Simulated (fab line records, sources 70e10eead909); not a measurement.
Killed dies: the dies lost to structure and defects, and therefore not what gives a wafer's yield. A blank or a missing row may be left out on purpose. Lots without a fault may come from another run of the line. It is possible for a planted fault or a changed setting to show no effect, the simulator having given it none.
Comparing a struck lot with a sound one ; flow nand harc ; 26 out of 1302 route steps
Sound: wafers L545.1, L545.2, L545.3. Struck: wafers L559.1, L559.2, L559.6. The cause comes at the end.
For every step that has rows: the tool of each side, followed by ch and its chambers, followed by its first start. Under that, the readings that differ: sound wafers ; struck wafers ; difference of the means ; sigmas: that difference in standard deviations of wafers without a fault.
alike: readings with means less than 2 such deviations apart, plus words and numbers identical on both sides. not compared: withheld readings, readings lacking a value on some wafer, bounds such as >300 that could conceal the same value, and numbers that have no deviation in the record and whose values overlap.
The two part at a step that has a row with sigmas, a row that says differs or no value, or rows on one side only. Numbers that have no deviation but don't overlap get no sigmas and don't part them. Lack of a reading on every wafer of one side parts them only where that side has two or more wafers.

first, 12 steps without rows for these wafers: NHARC_P_STI_ETCH_26 (etches SiO2 in dHF, target depth 11 nm); NHARC_P_STI_PRECLEAN_27 (cleans in SC1); NHARC_P_STI_SRD_28; NHARC_P_STI_OXIDE_29 (material SiO2, target thk 10 nm, ox time 1362 s); NHARC_P_STI_HM_DEP_30 (deposits Si3N4, target thk 80 nm, time 873 s); NHARC_P_STI_DEHYDRATE_01 (time 120 s); NHARC_P_STI_HMDS_02 (time 30 s); NHARC_P_STI_COAT_41 (time 65 s); NHARC_P_STI_COAT_03 (resist thk 600 nm); NHARC_P_STI_SOFTBAKE_04 (time 70 s); NHARC_P_STI_EBR_05; NHARC_P_STI_EXPOSE_06 (exposes mask P STI, target cd 200 nm).
NHARC_P_STI_PEB_07: peb time 80 s.
  sound on litho track-07 ch 0, day 5 09:26; struck on litho track-07 ch 0, day 11 02:47
reading;sound;struck;difference;sigmas
heater power total W (W);189.6 190.9 190.6;184.5 184.7 186.2;-5.2;-6
plate temp C (C);127.90 127.94 127.92;125.94 125.95 126.01;-1.95;-15
then, 1 step without rows for these wafers: NHARC_P_STI_DEVELOP_08 (time 50 s).
NHARC_P_STI_CD_MEAS_09: the cd target is 200 nm.
  sound on cd sem-01 ch 0, day 5 09:31; struck on cd sem-03 ch 0, day 11 02:52
reading;sound;struck;difference;sigmas
cd nm (nm);201.1 200.7 200.5;179.6 178.5 179.3;-21.6;-11
NHARC_P_STI_OVL_MEAS_10:
  struck on overlay-01, day 11 02:58; sound on overlay-02, day 5 09:36
  alike: overlay x nm, overlay y nm
NHARC_P_STI_INSPECT_11:
  struck on defect inspect-02, day 11 03:00; sound on defect inspect-02, day 5 09:38
  alike: raw defect count
then, 1 step without rows for these wafers: NHARC_P_STI_HARDBAKE_13 (time 65 s).
NHARC_P_STI_DESCUM_14: chemistry O2, time 3 s.
  sound on rie diel-10 ch 0,1,3, day 5 09:46; struck on rie diel-12 ch 0,2, day 11 03:08
reading;sound;struck;difference;sigmas
model.P_STI.cd nm (nm);200.8 200.6 200.6;179.4 178.3 179.6;-21.6;
  alike: drypump motor current A, oes product au, rf vpp V, showerhead plenum p Torr, throttle valve pct
  not compared: rf hours counter h
NHARC_P_STI_ETCH_42: etches the open film in N2/H2, target depth 80 nm, overetch 24 nm, time 61 s.
  sound on rie diel-10 ch 0,1,3, day 5 09:52; struck on rie diel-12 ch 2,3, day 11 03:13
  alike: drypump motor current A, oes product au, rf vpp V, showerhead plenum p Torr, throttle valve pct
  not compared: rf hours counter h
NHARC_P_STI_ETCH_31: etches the open film in CF4/CHF3, target depth 108.9 nm, time 54.5 s.
  sound on rie diel-10 ch 0,1,3; struck on rie diel-12 ch 0,2
  alike: drypump motor current A, oes product au, rf vpp V, showerhead plenum p Torr, throttle valve pct
  not compared: rf hours counter h
NHARC_P_STI_ETCH_15: etches the open film in HBr/Cl2, target depth 300 nm, time 100.1 s.
  sound on rie si-04 ch 0,2,3, day 5 10:05; struck on rie si-01 ch 0,3, day 11 03:25
reading;sound;struck;difference;sigmas
model.P_STI.cd nm (nm);199.9 198.6 199.7;178.7 177.3 178.6;-21.2;
  alike: drypump motor current A, oes product au, throttle valve pct
  not compared: rf hours counter h
NHARC_P_STI_CD_MEAS_16:
  struck on cd sem-01, day 11 03:34; sound on cd sem-02, day 5 10:15
reading;sound;struck;difference;sigmas
cd nm (nm);199.9 198.1 199.6;178.2 177.4 178.5;-21.2;-11
NHARC_P_STI_OCD_MEAS_17:
  struck on ocd-01, day 11 03:40; sound on ocd-01, day 5 10:20
reading;sound;struck;difference;sigmas
trench foot cd nm (nm);158.1 159.0 159.0;137.9 136.1 138.0;-21.4;-11
  alike: trench depth nm
then, 1 step without rows for these wafers: NHARC_P_STI_STRIP_19 (strips in SPM, time 900 s).
NHARC_END_SORT_01:
  the record has rows for the sound wafers here (prober-02 ch 0, day 27 07:19) and none for the struck ones

== WHERE THEY PART ==
First at NHARC_P_STI_PEB_07; last, within this record, at NHARC_END_SORT_01.

WHY: what had been put in by the simulator
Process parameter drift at NHARC_P_STI_PEB_07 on litho track-07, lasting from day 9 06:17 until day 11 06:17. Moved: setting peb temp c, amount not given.
